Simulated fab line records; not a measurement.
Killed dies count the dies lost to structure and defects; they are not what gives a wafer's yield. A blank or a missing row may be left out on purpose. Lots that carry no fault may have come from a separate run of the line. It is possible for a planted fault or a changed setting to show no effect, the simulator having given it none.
Chamber matching :: flow n5 finfet :: N5_SPACER0_ALD_00 on ald sin-03: 4 sister chambers
The step deposits SiOCN, target thk 3.5 nm, pulse time 3 s, purge time 2 s. 4 wafers are shown with their chamber, then 9 later ones without.

## WAFERS PAIRED WITH THEIR CHAMBERS
wafer: L090.1
chamber: 0
heater power w (W): 901

wafer: L090.3
chamber: 1
heater power w (W): 683

wafer: L090.5
chamber: 3
heater power w (W): 864

wafer: L090.6
chamber: 2
heater power w (W): 786

## WAFERS WHOSE CHAMBER IS MISSING
wafer: L092.1
heater power w (W): 822

wafer: L092.3
heater power w (W): 914

wafer: L092.6
heater power w (W): 690

wafer: L096.1
heater power w (W): 908

wafer: L096.2
heater power w (W): 798

wafer: L096.6
heater power w (W): 683

wafer: L097.1
heater power w (W): 834

wafer: L097.3
heater power w (W): 897

wafer: L097.5
heater power w (W): 716

## WHICH CHAMBER EACH WENT THROUGH
wafer: L092.1
from the rows above: can't be placed: 2 or 3
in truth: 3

wafer: L092.3
from the rows above: can't be placed: 0 or 3
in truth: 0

wafer: L092.6
from the rows above: 1
in truth: 1

wafer: L096.1
from the rows above: can't be placed: 0 or 3
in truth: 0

wafer: L096.2
from the rows above: 2
in truth: 2

wafer: L096.6
from the rows above: 1
in truth: 1

wafer: L097.1
from the rows above: can't be placed: 3 or 2 or 0
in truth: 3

wafer: L097.3
from the rows above: can't be placed: 0 or 3
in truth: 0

wafer: L097.5
from the rows above: can't be placed: 1 or 2
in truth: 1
Correctly placed: 3 of 9. Cannot be placed on the basis of these rows: 6; the candidates contain the true chamber in 6. Wrongly placed: 0.
How it was worked out, from the rows above alone: a wafer's distance from a chamber is the root of the sum, over the readings, of the square of ((its reading less the chamber's mean) divided by the reading's scatter). The wafer belongs to the nearest chamber; if the next one is less than 2 further off, it can't be placed. For every chamber, the mean is computed from those of its wafers that are shown. The scatter: root of mean squared gap, hidden wafer to nearest shown wafer, with one shown wafer a chamber.
